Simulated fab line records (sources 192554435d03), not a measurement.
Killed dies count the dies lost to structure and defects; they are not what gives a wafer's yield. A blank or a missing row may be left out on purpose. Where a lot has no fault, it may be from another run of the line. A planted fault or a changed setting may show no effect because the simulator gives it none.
What tool caused it? / flow n5_finfet / 31 wafers from 11 lots sampled at 4 of the route's 1938 steps

WHAT EACH GAUGE READ, for each wafer
N5_BEOL_M10_CD_MEAS_11 targets a cd of 64.1 nm.
lot=L975; measured=day 10 12:20; on=cd_sem-02; cd_nm (nm)=63.5 64.1
lot=L977; measured=day 10 12:34; on=cd_sem-01; cd_nm (nm)=63.3 63.7 63.7
lot=L976; measured=day 10 17:17; on=cd_sem-03; cd_nm (nm)=63.2 63.0 63.1
lot=L978; measured=day 11 05:28; on=cd_sem-03; cd_nm (nm)=63.2 63.1 63.2
lot=L985; measured=day 12 22:44; on=cd_sem-01; cd_nm (nm)=64.1 64.6 64.2
lot=L983; measured=day 13 03:31; on=cd_sem-02; cd_nm (nm)=63.2 64.3
lot=L993; measured=day 14 09:26; on=cd_sem-01; cd_nm (nm)=63.8 63.6 63.9
lot=L991; measured=day 14 09:53; on=cd_sem-03; cd_nm (nm)=64.0 63.5 63.3
lot=L992; measured=day 14 10:18; on=cd_sem-03; cd_nm (nm)=63.8 63.8 64.4
lot=L997; measured=day 15 14:44; on=cd_sem-03; cd_nm (nm)=63.5 64.0 63.3
lot=L998; measured=day 15 22:52; on=cd_sem-03; cd_nm (nm)=63.7 63.5 63.9

WHICH TOOL RAN EACH LOT (tool, then ch and the chambers of the sampled wafers, then the start)
lot=L975; N5_BEOL_M9_SURFACE_TREAT_79=pvd_sputter-02, day 10 09:25; N5_BEOL_M9_ANNEAL_51=rtp_anneal-02 ch 0, day 10 09:52; N5_BEOL_M10_COAT_59=litho_track-03 ch 0, day 10 12:05
lot=L977; N5_BEOL_M9_SURFACE_TREAT_79=pvd_sputter-03, day 10 09:31; N5_BEOL_M9_ANNEAL_51=rtp_anneal-02 ch 0, day 10 10:08; N5_BEOL_M10_COAT_59=litho_track-05 ch 0, day 10 12:11
lot=L976; N5_BEOL_M9_SURFACE_TREAT_79=pvd_sputter-01, day 10 11:56; N5_BEOL_M9_ANNEAL_51=rtp_anneal-02 ch 0, day 10 12:34; N5_BEOL_M10_COAT_59=litho_track-03 ch 0, day 10 16:55
lot=L978; N5_BEOL_M9_SURFACE_TREAT_79=pvd_sputter-02, day 11 01:43; N5_BEOL_M9_ANNEAL_51=rtp_anneal-02 ch 0, day 11 02:58; N5_BEOL_M10_COAT_59=litho_track-04 ch 0, day 11 05:14
lot=L985; N5_BEOL_M9_SURFACE_TREAT_79=pvd_sputter-02, day 12 19:47; N5_BEOL_M9_ANNEAL_51=rtp_anneal-02 ch 0, day 12 20:21; N5_BEOL_M10_COAT_59=litho_track-05 ch 0, day 12 22:22
lot=L983; N5_BEOL_M9_SURFACE_TREAT_79=pvd_sputter-01, day 12 20:22; N5_BEOL_M9_ANNEAL_51=rtp_anneal-01 ch 0, day 12 23:10; N5_BEOL_M10_COAT_59=litho_track-05 ch 0, day 13 03:08
lot=L993; N5_BEOL_M9_SURFACE_TREAT_79=pvd_sputter-02, day 14 05:55; N5_BEOL_M9_ANNEAL_51=rtp_anneal-01 ch 0, day 14 06:22; N5_BEOL_M10_COAT_59=litho_track-04 ch 0, day 14 09:11
lot=L991; N5_BEOL_M9_SURFACE_TREAT_79=pvd_sputter-01, day 14 05:58; N5_BEOL_M9_ANNEAL_51=rtp_anneal-02 ch 0, day 14 06:35; N5_BEOL_M10_COAT_59=litho_track-03 ch 0, day 14 09:31
lot=L992; N5_BEOL_M9_SURFACE_TREAT_79=pvd_sputter-02, day 14 06:40; N5_BEOL_M9_ANNEAL_51=rtp_anneal-02 ch 0, day 14 07:21; N5_BEOL_M10_COAT_59=litho_track-04 ch 0, day 14 09:56
lot=L997; N5_BEOL_M9_SURFACE_TREAT_79=pvd_sputter-02, day 15 11:04; N5_BEOL_M9_ANNEAL_51=rtp_anneal-02 ch 0, day 15 11:40; N5_BEOL_M10_COAT_59=litho_track-03 ch 0, day 15 14:30
lot=L998; N5_BEOL_M9_SURFACE_TREAT_79=pvd_sputter-02, day 15 19:05; N5_BEOL_M9_ANNEAL_51=rtp_anneal-01 ch 0, day 15 19:38; N5_BEOL_M10_COAT_59=litho_track-04 ch 0, day 15 22:29
- N5_BEOL_M9_SURFACE_TREAT_79
- N5_BEOL_M9_ANNEAL_51: time 90 s.
- N5_BEOL_M10_COAT_59: time 60 s, resist thk 100 nm.

THE ANSWER, worked out from the rows above alone
Rule: the lots themselves supply what counts as usual. The widest of any qualifying gaps counts: lots, ordered by their means at a reading, are off when they make up no more than a third of the lots, leave a main group of 4 or more, and stand apart from it by 3 or more times the standard deviation of that group's means. If all means in a main group match to the digits the tables above print for the reading, that group is not used. Also off: a lot with no number at a reading for which 4 or more lots have one. The other lots that the step has rows for count as sound.
Nothing can be told from this: no lot is off at any reading shown.

WHAT THE SIMULATOR PUT IN
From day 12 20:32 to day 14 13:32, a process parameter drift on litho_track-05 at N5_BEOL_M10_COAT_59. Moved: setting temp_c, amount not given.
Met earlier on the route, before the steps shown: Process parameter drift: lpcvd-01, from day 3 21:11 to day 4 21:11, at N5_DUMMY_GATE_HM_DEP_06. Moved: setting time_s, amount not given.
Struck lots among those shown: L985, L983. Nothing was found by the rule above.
